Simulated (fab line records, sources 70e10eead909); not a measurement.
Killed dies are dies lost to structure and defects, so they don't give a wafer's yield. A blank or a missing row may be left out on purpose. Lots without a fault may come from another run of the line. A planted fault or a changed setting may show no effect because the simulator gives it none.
A struck lot beside a sound one | flow nand_harc | 18 steps out of a route of 1159
Sound: wafers L388.1, L388.3, L388.5. Struck: wafers L390.2, L390.3, L390.4. The cause comes at the end.
At each step with rows: each side's tool, then ch and its chambers, then its first start. Under that, the readings that differ: sound wafers | struck wafers | difference of the means | sigmas: that difference in standard deviations of wafers without a fault.
alike: readings whose means differ by less than 2 such deviations, and words and numbers that are the same on both sides. not compared: withheld readings, readings that some wafer has no value for, bounds like >300 that may hide the same value, and numbers for which the record gives no deviation and whose values overlap.
The two part at a step that has a row with sigmas, a row that says differs or no value, or rows on one side only. Numbers that don't overlap but have no deviation are shown without sigmas and don't part them. A reading that every wafer of one side lacks parts them only if that side has two wafers or more.

NHARC_P_GATE_CD_MEAS_46: target cd 720 nm.
  sound on cd_sem-01 ch 0, day 7 10:47; struck on cd_sem-03 ch 0, day 7 23:27
  reading    | sound             | struck            | difference | sigmas
  cd_nm (nm) | 718.1 718.8 717.7 | 721.6 722.2 722.2 | +3.8       | +3
then, 1 step without rows for these wafers: NHARC_P_GATE_HARDBAKE_47 (time 80 s).
NHARC_P_GATE_DESCUM_48: chemistry O2, time 3 s.
  sound on rie_diel-11 ch 0,3, day 7 10:58; struck on rie_diel-01 ch 0,1,2, day 7 23:39
  alike: drypump_motor_current_A, oes_product_au, rf_vpp_V, showerhead_plenum_p_Torr, throttle_valve_pct
  not compared: rf_hours_counter_h
then, 1 step without rows for these wafers: NHARC_P_GATE_IMPLANT_49.
NHARC_P_GATE_STRIP_111: strips in N2/H2, time 250 s.
  sound on plasma_asher-02 ch 0,1, day 7 11:26; struck on plasma_asher-02 ch 0,1, day 8 00:07
  alike: drypump_motor_current_A, heater_power_w
  not compared: rf_hours_counter_h
NHARC_P_GATE_STRIP_75: strips in O2.
  sound on plasma_asher-02 ch 0,1, day 7 11:44; struck on plasma_asher-02 ch 0,1, day 8 00:26
  alike: drypump_motor_current_A, heater_power_w
  not compared: rf_hours_counter_h
then, 6 steps without rows for these wafers: NHARC_P_GATE_STRIP_50 (strips in SPM, time 900 s); NHARC_P_GATE_DEHYDRATE_51 (time 120 s); NHARC_P_GATE_HMDS_52 (time 30 s); NHARC_P_GATE_COAT_53; NHARC_P_GATE_SOFTBAKE_54 (time 95 s); NHARC_P_GATE_EBR_55.
NHARC_P_GATE_EXPOSE_56: exposes mask P PSD, target cd 720 nm.
  sound on krf_scanner-01 ch 0, day 7 12:31; struck on krf_scanner-01 ch 0, day 8 01:04
  reading | sound                   | struck                           | difference | sigmas
  mask    | P_PSD#0 P_PSD#0 P_PSD#0 | P_PSD_R1#0 P_PSD_R1#0 P_PSD_R1#0 | differs    |
  alike: reticle_temp_C
then, 2 steps without rows for these wafers: NHARC_P_GATE_PEB_57 (peb time 85 s); NHARC_P_GATE_DEVELOP_58 (time 70 s).
NHARC_P_GATE_CD_MEAS_59: target cd 720 nm.
  sound on cd_sem-01 ch 0, day 7 12:40; struck on cd_sem-01 ch 0, day 8 01:14
  reading    | sound             | struck            | difference | sigmas
  cd_nm (nm) | 718.4 719.1 717.9 | 713.1 713.4 711.7 | -5.7       | -5
then, 1 step without rows for these wafers: NHARC_P_GATE_HARDBAKE_60 (time 80 s).
-- the record jumps here: 14 days lie between the struck wafers' starts before and after (it left off in module P_GATE and takes up again in module END, whose first step shown is number 1159 of the route) --
NHARC_END_SORT_01:
  the record has rows for the struck wafers here (prober-01 ch 0, day 21 18:16) and none for the sound ones

WHERE THEY PART
First at NHARC_P_GATE_CD_MEAS_46; last, within this record, at NHARC_END_SORT_01.

WHY: what the simulator had put in
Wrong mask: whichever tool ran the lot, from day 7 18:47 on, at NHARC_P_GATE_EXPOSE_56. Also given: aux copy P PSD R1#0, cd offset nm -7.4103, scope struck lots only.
